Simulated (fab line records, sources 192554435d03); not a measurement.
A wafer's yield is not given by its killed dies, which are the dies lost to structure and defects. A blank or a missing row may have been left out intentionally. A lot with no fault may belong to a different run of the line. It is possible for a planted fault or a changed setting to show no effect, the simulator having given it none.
fab line records	flow n5-finfet	part 1 of 2: steps 1 to 5 of 6
record: lots: 8	wafers: 24	last-day: 18
route steps=1938 shown BEOL_M9@1448 BEOL_M15@1830 PASSIVATION@1936
lots untouched by any fault: they come from a run of this same line in which no faults occurred
start-h: start of the lot's first displayed wafer, in hours after the record's first day	wait-h: hours since the lot's step before	" same as the row above	L1.1+2: one row covering several wafers at once	- no value, or no start given	* or withheld: withheld	< > ~ a bound
route shown NAME@n: a module of which the file shows steps, and the number in the route of the first	usual: average and standard deviation across the fault-free wafers	same: alike in all rows	chamber/n: place in a boat	sites: the reading at each site	_std_site: their standard deviation	_edge_site: inner sites' mean taken away from outer sites' mean	radius-mm: how far each site lies from the wafer's centre	mask NAME#n: copy n	behind: the last tool/chamber to shape the wafer	hold: the reason the lot was held/the length of the hold in hours/how it ended	device: the n, p or np transistor that did not switch	end of line: the tests these same wafers got at the end of their route	for a step that has no rows: nothing shown but its recipe	killed: at the first sort, the dies lost to defects and structure; wafer yield is something else	map: a wafer's dies, marking killed ones x, the rest . and places with no die _
set.NAME: setting as actually run; set.NAME@STEP: the setting as run at that earlier step	model.NAME: the simulator's own value behind a step, which no gauge read
steps of the route over a sample of lots; a table a step, a row a wafer
services: when a tool's chamber went out of use (start-h, in hours from the record's first day, below 0 if earlier), for how many hours, and the reason
== steps ==
step: N5_BEOL_M9_STRIP_80
recipe: chemistry: N2/H2	time-s: 10	power-w: 450	temp-c: 40	pressure-mtorr: 20	rf-frequency-hz: 6e+07	bias-power-w: 7	n2-flow-sccm: 200	h2-flow-sccm: 200
usual: drypump-motor-current-A: 5.7/0.46	oes-product-au: 0.77/0.094	rf-vpp-V: 59.2/0.79	showerhead-plenum-p-Torr: 2.54/0.068	throttle-valve-pct: 23.73/0.26
lot.wafer	tool	chamber	start-h	wait-h	drypump-motor-current-A	oes-product-au	rf-hours-counter-h	rf-vpp-V	showerhead-plenum-p-Torr	throttle-valve-pct
L999.1	rie-diel-03	0	-	-	5.4	0.85	69	58.5	2.47	23.82
L999.3	"	1	"	"	5.1	0.75	165	59.8	2.51	23.67
L999.5	"	1	"	"	5.1	0.76	-	59.6	2.51	23.66
L103.2	rie-diel-03	0	-	-	5.5	0.83	82	58.5	2.46	23.83
L103.3	"	2	"	"	5.1	0.95	17	57.5	2.58	23.24
L103.6	"	0	"	"	5.4	0.83	-	58.6	2.46	23.86
L106.2	rie-diel-04	0	-	-	6.2	0.71	217	60.8	2.52	24.00
L106.5	"	3	"	"	5.0	0.96	-	60.1	2.47	23.24
L106.6	"	0	"	"	6.2	0.71	-	59.1	2.52	23.98
L108.2	rie-diel-04	0	-	-	6.1	0.70	220	58.4	2.52	23.99
L108.3	"	2	"	"	6.5	0.96	4	59.8	2.72	23.58
L108.5	"	0	"	"	6.2	0.70	-	61.4	2.52	24.00
L114.1	rie-diel-03	0	-	-	5.5	0.83	97	59.4	2.46	23.86
L114.2	"	2	"	"	5.1	0.91	32	58.3	2.58	23.26
L114.5	"	0	"	"	5.4	0.82	-	59.6	2.46	23.85
L113.1	rie-diel-04	2	-	-	6.5	0.93	16	59.4	2.71	23.61
L113.3	"	0	"	"	6.2	0.70	234	57.5	2.51	24.00
L113.4	"	3	"	"	5.0	0.94	12	58.5	2.47	23.25
L111.1	rie-diel-05	1	-	-	5.5	0.68	226	59.9	2.52	23.81
L111.3	"	3	"	"	5.8	0.70	207	58.7	2.52	24.09
L111.5	"	1	"	"	5.6	0.69	-	58.7	2.52	23.80
L120.1	rie-diel-04	2	-	-	6.6	0.87	40	58.0	2.70	23.63
L120.5	"	2	"	"	6.5	0.87	-	60.9	2.70	23.63
L120.6	"	1	"	"	5.6	0.73	-	58.1	2.52	23.98
step: N5_BEOL_M9_PRE_CLEAN_45
recipe: gas: H2/He	time-s: 30	temp-c: 250
usual: heater-power-w: 325/40
lot.wafer	tool	chamber	start-h	wait-h	heater-power-w
L999.1	pvd-sputter-01	-	221.12	0.0	336
L999.3	"	-	"	"	368
L999.5	"	-	"	"	345
L103.2	pvd-sputter-03	-	268.18	0.0	285
L103.3	"	-	"	"	313
L103.6	"	-	"	"	318
L106.2	pvd-sputter-02	-	276.61	0.0	433
L106.5	"	-	"	"	420
L106.6	"	-	"	"	364
L108.2	pvd-sputter-03	-	286.54	0.0	316
L108.3	"	-	"	"	303
L108.5	"	-	"	"	276
L114.1	pvd-sputter-02	-	317.83	0.0	300
L114.2	"	-	"	"	416
L114.5	"	-	"	"	349
L113.1	pvd-sputter-02	-	317.91	0.0	308
L113.3	"	-	"	"	417
L113.4	"	-	"	"	331
L111.1	pvd-sputter-03	-	325.61	0.0	318
L111.3	"	-	"	"	281
L111.5	"	-	"	"	326
L120.1	pvd-sputter-03	-	386.66	0.0	292
L120.5	"	-	"	"	287
L120.6	"	-	"	"	308
step: N5_BEOL_M9_ALD_74
recipe: material: TaN	target-thk-a: 20	temp-c: 275	ald-precursor-family: PDMAT	ald-co-reactant: NH3	pressure-torr: 3	carrier-flow-sccm: 1500	pulse-time-s: 2	purge-time-s: 3	co-reactant-purge-time-s: 2	co-reactant-pulse-time-s: 3	ald-cycles: 40	precursor-vessel-temp-c: 75	precursor-vessel-pressure-torr: 26.25	precursor-vessel-carrier-sccm: 1000
usual: ald-cycles: 40/0	heater-power-w: 430/51	precursor-vessel-pressure-torr: 26.26/0.051	precursor-vessel-temp-c: 75.00/0.12
same: co-reactant-purge-time-s: 2
lot.wafer	tool	chamber	start-h	wait-h	ald-cycles	heater-power-w	precursor-vessel-pressure-torr	precursor-vessel-temp-c
L999.1	ald-metal-04	1	221.41	0.3	40	426	26.22	75.26
L999.3	"	3	"	"	40	412	26.28	75.13
L999.5	"	2	"	"	40	359	26.33	75.13
L103.2	ald-metal-04	1	268.30	0.1	40	411	26.15	74.88
L103.3	"	0	"	"	24	377	26.30	75.08
L103.6	"	1	"	"	24	408	26.14	74.95
L106.2	ald-metal-02	1	276.69	0.1	40	540	26.29	74.85
L106.5	"	0	"	"	40	439	26.21	75.14
L106.6	"	3	"	"	40	503	26.27	74.99
L108.2	ald-metal-04	2	286.60	0.0	40	354	26.21	75.02
L108.3	"	1	"	"	24	419	26.10	75.07
L108.5	"	0	"	"	24	382	26.28	75.10
L114.1	ald-metal-02	1	317.91	0.1	40	528	26.26	74.99
L114.2	"	3	"	"	40	510	26.36	74.88
L114.5	"	2	"	"	40	428	26.17	74.72
L113.1	ald-metal-03	0	318.00	0.1	40	375	26.24	74.82
L113.3	"	3	"	"	40	482	26.31	75.15
L113.4	"	2	"	"	40	401	26.25	75.04
L111.1	ald-metal-02	2	325.67	0.0	40	424	26.23	75.07
L111.3	"	0	"	"	40	426	26.24	74.78
L111.5	"	1	"	"	40	532	26.24	75.07
L120.1	ald-metal-04	1	386.72	0.0	40	417	26.15	74.85
L120.5	"	2	"	"	40	360	26.23	74.97
L120.6	"	1	"	"	40	414	26.17	75.15
step: N5_BEOL_M9_INSPECT_58
recipe: inspect-instrument: darkfield	mode: post-dep
usual: raw-defect-count: 68/21
lot.wafer	tool	chamber	start-h	wait-h	raw-defect-count
L999.1	defect-inspect-02	-	224.56	0.0	54
L999.3	"	-	"	"	72
L999.5	"	-	"	"	56
L103.2	defect-inspect-01	-	269.91	0.0	56
L103.3	"	-	"	"	115
L103.6	"	-	"	"	92
L106.2	defect-inspect-02	-	278.69	0.0	89
L106.5	"	-	"	"	77
L106.6	"	-	"	"	73
L108.2	defect-inspect-02	-	289.42	0.0	61
L108.3	"	-	"	"	89
L108.5	"	-	"	"	48
L114.1	defect-inspect-01	-	319.53	0.0	48
L114.2	"	-	"	"	37
L114.5	"	-	"	"	54
L113.1	defect-inspect-01	-	319.68	0.0	41
L113.3	"	-	"	"	71
L113.4	"	-	"	"	68
L111.1	defect-inspect-02	-	328.34	0.0	57
L111.3	"	-	"	"	55
L111.5	"	-	"	"	43
L120.1	defect-inspect-01	-	388.46	0.0	75
L120.5	"	-	"	"	40
L120.6	"	-	"	"	62
step: N5_BEOL_M15_RC_MEAS_101
usual: COMB_M10: 1.39e-11/3e-12	COMB_M11: 1.5e-11/3.3e-12	COMB_M12: 6.2e-12/1.3e-12	COMB_M13: 4.6e-12/1e-12	COMB_M14: 3.7e-12/8.7e-13	COMB_M15: 2.3e-12/6.9e-13	COMB_M5: 3.6e-11/6.7e-12	COMB_M6: 2.6e-11/5e-12	COMB_M7: 2.5e-11/5.6e-12	COMB_M8: 2.6e-11/4.6e-12	COMB_M9: 1.42e-11/2.8e-12	COMB_M9_max_site: 2.1e-11/4.6e-12	SERP_M10: 3.07/0.099	SERP_M11: 3.09/0.11	SERP_M12: 0.632/0.018	SERP_M13: 0.308/0.005	SERP_M14: 0.160/0.0047	SERP_M5: 38.9/1.6	SERP_M6: 14.2/0.59	SERP_M6_max_site: 14.8/0.63	SERP_M7: 14.0/0.59	SERP_M7_max_site: 14.7/0.67	SERP_M8: 13.7/0.54	SERP_M9: 3.11/0.11
lot.wafer	tool	chamber	start-h	wait-h	COMB_M10[S/m]	COMB_M11[S/m]	COMB_M12[S/m]	COMB_M13[S/m]	COMB_M14[S/m]	COMB_M15[S/m]	COMB_M5[S/m]	COMB_M6[S/m]	COMB_M7[S/m]	COMB_M8[S/m]	COMB_M9[S/m]	COMB_M9_max_site[S/m]	SERP_M10[ohm/um]	SERP_M11[ohm/um]	SERP_M12[ohm/um]	SERP_M13[ohm/um]	SERP_M14[ohm/um]	SERP_M5[ohm/um]	SERP_M6[ohm/um]	SERP_M6_max_site[ohm/um]	SERP_M7[ohm/um]	SERP_M7_max_site[ohm/um]	SERP_M8[ohm/um]	SERP_M9[ohm/um]
L999.1	prober-02	0	271.16	0.4	1.19e-11	1.2e-11	5.2e-12	5.9e-12	3.4e-12	2.2e-12	4.6e-11	3.9e-11	2.1e-11	2.3e-11	1.24e-11	1.6e-11	3.15	3.02	0.631	0.310	0.159	37.6	13.9	14.4	13.7	14.2	13.5	3.14
L999.3	"	0	"	"	1.23e-11	1e-11	7.1e-12	5.8e-12	4.1e-12	1.5e-12	3.1e-11	2.8e-11	1.9e-11	2.9e-11	1e-11	2.5e-11	3.07	3.13	0.652	0.308	0.154	38.1	14.3	15.0	13.6	14.1	14.8	3.09
L999.5	"	0	"	"	9.3e-12	1.6e-11	6.8e-12	5.2e-12	2.4e-12	9e-13	3.4e-11	2.9e-11	1.8e-11	2.4e-11	1e-11	1.7e-11	3.10	2.97	0.622	0.309	0.170	39.8	13.8	14.3	14.2	15.7	14.3	3.07
L103.2	prober-01	0	308.68	0.2	1.06e-11	1.6e-11	6.3e-12	4.6e-12	3.8e-12	2.6e-12	3.4e-11	3.5e-11	2.8e-11	2.9e-11	1.35e-11	2e-11	3.10	3.05	0.617	0.315	0.157	38.2	13.4	14.0	14.1	15.3	13.3	3.10
L103.3	"	0	"	"	8.6e-12	1.6e-11	6.1e-12	3.8e-12	3.6e-12	2e-12	3.3e-11	3.3e-11	2.2e-11	3.3e-11	6.34e-11	1.07e-10	2.95	2.95	0.630	0.305	0.156	40.9	14.2	14.5	14.4	14.9	14.8	2.99
L103.6	"	0	"	"	2.01e-11	1.6e-11	5.3e-12	5.1e-12	5e-12	1.6e-12	4.4e-11	2.4e-11	2.6e-11	3.5e-11	7.18e-11	9.6e-11	2.95	2.96	0.635	0.303	0.157	37.1	14.2	14.7	13.5	14.3	13.6	2.97
L106.2	prober-01	0	323.64	0.2	1.41e-11	1.5e-11	6.9e-12	3.8e-12	3.7e-12	2.4e-12	3.8e-11	2e-11	3.1e-11	2.1e-11	1.4e-11	2.2e-11	3.24	2.85	0.598	0.295	0.165	37.9	14.3	14.9	14.5	15.7	13.7	2.98
L106.5	"	0	"	"	1.43e-11	2e-11	7.3e-12	4.8e-12	3.9e-12	2.7e-12	4.2e-11	4.2e-11	2.6e-11	2.2e-11	1.82e-11	2.4e-11	3.14	2.96	0.628	0.311	0.160	36.8	14.6	15.0	14.2	14.6	14.0	2.95
L106.6	"	0	"	"	1.37e-11	1.7e-11	8.3e-12	4e-12	5.2e-12	2.9e-12	5.5e-11	3.3e-11	2.5e-11	2.4e-11	1.74e-11	2.1e-11	3.06	3.00	0.603	0.299	0.163	36.8	14.4	14.8	15.1	15.7	14.1	3.05
L108.2	prober-02	0	327.91	0.2	1.73e-11	2.1e-11	5.8e-12	4.1e-12	3.4e-12	1.1e-12	3.9e-11	2.5e-11	2.1e-11	2.7e-11	1.73e-11	2.5e-11	3.11	3.08	0.647	0.313	0.167	39.8	14.0	14.4	14.4	15.0	14.4	3.00
L108.3	"	0	"	"	1.1e-11	1.7e-11	6.9e-12	3.7e-12	3.1e-12	1.9e-12	3.4e-11	2.6e-11	2e-11	2.4e-11	5.28e-11	6.7e-11	3.08	3.06	0.624	0.311	0.158	41.9	13.5	13.5	13.9	14.4	13.4	2.86
L108.5	"	0	"	"	1.66e-11	1.3e-11	4.9e-12	3.6e-12	2.8e-12	3e-12	3.6e-11	2.7e-11	2e-11	3.7e-11	4.96e-11	7.2e-11	3.17	3.04	0.623	0.312	0.163	40.4	13.4	13.9	13.3	14.1	13.2	2.92
L114.1	prober-01	0	360.65	0.0	1.73e-11	1.8e-11	7.9e-12	4.8e-12	4e-12	2.7e-12	3.2e-11	2.5e-11	2.5e-11	3.1e-11	1.57e-11	2.3e-11	2.99	2.99	0.616	0.309	0.156	41.4	14.7	15.2	13.2	13.7	12.7	3.17
L114.2	"	0	"	"	2.28e-11	1.3e-11	5.5e-12	4.3e-12	4.6e-12	3.4e-12	2.3e-11	2.6e-11	1.5e-11	3.1e-11	1.23e-11	1.9e-11	3.24	3.04	0.633	0.308	0.158	40.2	14.2	14.6	14.1	14.5	13.6	3.03
L114.5	"	0	"	"	1.33e-11	1e-11	7.4e-12	4.5e-12	3.6e-12	2.7e-12	2.9e-11	2.2e-11	2.3e-11	2.7e-11	1.94e-11	2.4e-11	3.17	2.97	0.607	0.309	0.165	40.9	14.0	14.4	14.4	14.8	13.6	3.00
L113.1	prober-02	0	360.92	0.0	1.1e-11	1.5e-11	6.4e-12	3.9e-12	2.1e-12	1.6e-12	3.3e-11	2.8e-11	3e-11	2.1e-11	1.15e-11	1.3e-11	2.97	3.14	0.648	0.306	0.169	38.2	14.1	14.7	14.1	14.7	13.8	3.17
L113.3	"	0	"	"	1.08e-11	1.3e-11	6.3e-12	3.1e-12	3.4e-12	2.2e-12	4e-11	2.9e-11	2e-11	3.5e-11	1.07e-11	1.5e-11	3.04	3.16	0.637	0.303	0.159	43.3	14.6	14.9	14.7	15.9	14.6	2.99
L113.4	"	0	"	"	1.38e-11	1e-11	4.8e-12	4.1e-12	2.4e-12	1.9e-12	2.8e-11	2.4e-11	1.9e-11	2.2e-11	1.37e-11	1.7e-11	3.01	3.22	0.636	0.302	0.160	36.9	14.3	15.1	14.4	15.5	13.0	3.05
L111.1	prober-02	0	380.25	0.0	9.7e-12	1.6e-11	6.4e-12	3.6e-12	3.1e-12	1.4e-12	2.3e-11	1.8e-11	2.6e-11	2.5e-11	1.72e-11	2.7e-11	3.07	3.14	0.630	0.315	0.156	36.2	14.0	14.8	13.7	14.5	14.5	3.25
L111.3	"	0	"	"	1.68e-11	1.2e-11	5.9e-12	3.8e-12	2.8e-12	1.6e-12	3.9e-11	2.2e-11	3.8e-11	2.4e-11	1.19e-11	1.6e-11	2.99	3.14	0.615	0.310	0.160	39.5	13.6	14.0	14.2	14.5	13.4	3.17
L111.5	"	0	"	"	1.56e-11	1.3e-11	5.8e-12	6.2e-12	3.1e-12	1.9e-12	3.8e-11	1.9e-11	2.5e-11	2.8e-11	1.44e-11	1.8e-11	2.94	3.02	0.591	0.314	0.156	37.9	13.6	14.2	14.5	15.0	13.6	3.34
L120.1	prober-01	0	424.61	0.0	1.22e-11	2e-11	8.9e-12	4.3e-12	2.5e-12	2.5e-12	3.9e-11	3.2e-11	2.1e-11	3.3e-11	1.7e-11	2.1e-11	3.17	3.23	0.612	0.306	0.156	41.8	14.5	15.6	14.0	14.4	14.2	3.16
L120.5	"	0	"	"	1.4e-11	2.2e-11	5.8e-12	5.3e-12	2.2e-12	3.2e-12	4.1e-11	2.2e-11	2.2e-11	2.2e-11	1.7e-11	2.3e-11	3.25	3.13	0.614	0.302	0.154	36.5	14.2	14.7	14.0	14.4	14.0	3.03
L120.6	"	0	"	"	1.15e-11	1.6e-11	6.1e-12	4.7e-12	3.3e-12	2.6e-12	3e-11	2.7e-11	2.8e-11	2.3e-11	2e-11	2.5e-11	3.03	2.95	0.646	0.307	0.165	38.3	13.7	14.9	13.8	14.0	14.9	3.19
sites COMB_M9 radius-mm=0,75,75,75,75,140,140,140,140
L999.1 1.6e-11 1.08e-11 1.23e-11 9.7e-12 1.24e-11 9.9e-12 1.3e-11 1.28e-11 1.24e-11
L103.2 1.96e-11 1.39e-11 8.9e-12 2.03e-11 1.25e-11 1.21e-11 1.35e-11 1.35e-11 9.8e-12
L106.2 1.13e-11 1.76e-11 1.39e-11 1.4e-11 1.05e-11 1.51e-11 1.46e-11 2.2e-11 1.14e-11
L108.2 1.66e-11 1.88e-11 1.73e-11 1.19e-11 2.5e-11 1.89e-11 2.13e-11 1.45e-11 1.15e-11
L114.1 1.79e-11 1.55e-11 2.34e-11 1.23e-11 1.28e-11 2.02e-11 1.57e-11 2.05e-11 1.36e-11
L113.1 1.07e-11 1.31e-11 1.17e-11 1.02e-11 1.15e-11 1.26e-11 1.06e-11 8.9e-12 1.19e-11
L111.1 1.15e-11 2.73e-11 2.23e-11 1.72e-11 2.06e-11 2.06e-11 1.34e-11 1.13e-11 1.39e-11
L120.1 1.9e-11 2.09e-11 2.06e-11 1.2e-11 1.7e-11 1.51e-11 1.7e-11 1.26e-11 1.97e-11
== key ==
first-sign: step: N5_BEOL_M9_ALD_74	reading: ald-cycles	direction: down	sigmas: 99+	usual: *	struck: *
effect: step: N5_BEOL_M15_RC_MEAS_101	reading: COMB_M9	direction: up	sigmas: 16	usual: 1.42e-11	struck: 5.94e-11
effect: step: N5_PASSIVATION_PROBE_49	reading: sort_bin_4_leakage	direction: up	sigmas: 2.7	usual: 0.00	struck: 0.23	wafers-moved: 3
met-at N5_BEOL_M9_ALD_74
struck-lots L103,L108
struck-wafers L103.3,L103.6,L108.3,L108.5
not-acting-at N5_BEOL_M9_STRIP_80,N5_BEOL_M9_PRE_CLEAN_45,N5_BEOL_M9_INSPECT_58
onset-between 221.41 268.30
fault: kind: process-parameter-drift	tool: ald-metal-04	chamber: -	onset-h: 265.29	steps: N5_BEOL_M9_ALD_74	channel: ald-cycles	offset: *	shape: step	end-h: 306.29	scope: struck-wafers-only	acts-in: *	stated: *
